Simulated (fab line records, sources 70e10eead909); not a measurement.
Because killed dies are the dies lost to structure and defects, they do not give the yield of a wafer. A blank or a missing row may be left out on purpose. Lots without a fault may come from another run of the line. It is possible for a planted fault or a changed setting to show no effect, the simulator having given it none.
Which tool was responsible?	flow nand-harc	18 wafers from 6 lots sampled at 3 of the route's 1159 steps

WHAT EACH GAUGE READ, for each wafer
NHARC_A_SLIT_CD_MEAS_09 targets a cd of 300 nm.
lot	measured	on	cd-nm (nm)
L233	day 14 20:22	cd-sem-01	300.4 299.4 299.4
L235	day 14 20:39	cd-sem-01	299.5 299.6 300.0
L238	day 16 18:34	cd-sem-02	318.6 317.9 318.5
L243	day 18 05:14	cd-sem-02	313.3 314.0 313.6
L248	day 18 17:56	cd-sem-03	299.8 300.2 299.3
L252	day 19 17:31	cd-sem-03	298.1 298.7 298.7

EACH LOT AND THE TOOL THAT RAN IT (in order: tool; ch and the chambers of the sampled wafers; start)
lot	NHARC_A_SGD_CUT_STRIP_28	NHARC_A_SLIT_EXPOSE_06
L233	rie-diel-05 ch 0,2, day 14 20:13 or earlier	arfi-scanner-03 ch 0, day 14 20:13
L235	rie-diel-07 ch 2,3, day 14 20:31 or earlier	arfi-scanner-03 ch 0, day 14 20:31
L238	rie-diel-07 ch 1,2, day 16 18:26 or earlier	arfi-scanner-03 ch 0, day 16 18:26
L243	rie-diel-11 ch 0,2,3, day 18 05:05 or earlier	arfi-scanner-03 ch 0, day 18 05:05
L248	rie-diel-05 ch 0,2,3, day 18 17:49 or earlier	arfi-scanner-01 ch 0, day 18 17:49
L252	rie-diel-05 ch 1,2,3, day 19 17:22 or earlier	arfi-scanner-02 ch 0, day 19 17:22
- NHARC_A_SGD_CUT_STRIP_28: strips in O2, time 20 s.
- NHARC_A_SLIT_EXPOSE_06: exposes mask SLIT.

THE ANSWER, worked out from the rows above alone
Rule: the lots themselves supply what counts as usual. Put in order of their means at a reading, lots are off if they are a third of the lots or fewer, leave a main group of 4 or more, and stand apart from it by a gap of 3 or more times the standard deviation of the main group's means; of several such gaps the widest counts. A main group whose means are all the same, to the digits that the tables above print for the reading, isn't used. Also off: a lot with no number at a reading for which 4 or more lots have one. The other lots that the step has rows for count as sound.
Off, at NHARC_A_SLIT_CD_MEAS_09 on cd-nm: L238, L243. For the main group the mean is 299.4 nm and the standard deviation 0.53.
If a tool, at a process step before that reading, ran all the lots that are off and no sound lot after the first of them, it fits. Those tools and the gauges at NHARC_A_SLIT_CD_MEAS_09 are tried in the same way. With no start given for some of its lots, NHARC_A_SGD_CUT_STRIP_28 uses the hours and lot order of NHARC_A_SLIT_EXPOSE_06. 2 tools fit, arfi-scanner-03 at NHARC_A_SLIT_EXPOSE_06 and cd-sem-02 at NHARC_A_SLIT_CD_MEAS_09, so this cannot tell which one it is.

WHAT WAS PUT IN BY THE SIMULATOR
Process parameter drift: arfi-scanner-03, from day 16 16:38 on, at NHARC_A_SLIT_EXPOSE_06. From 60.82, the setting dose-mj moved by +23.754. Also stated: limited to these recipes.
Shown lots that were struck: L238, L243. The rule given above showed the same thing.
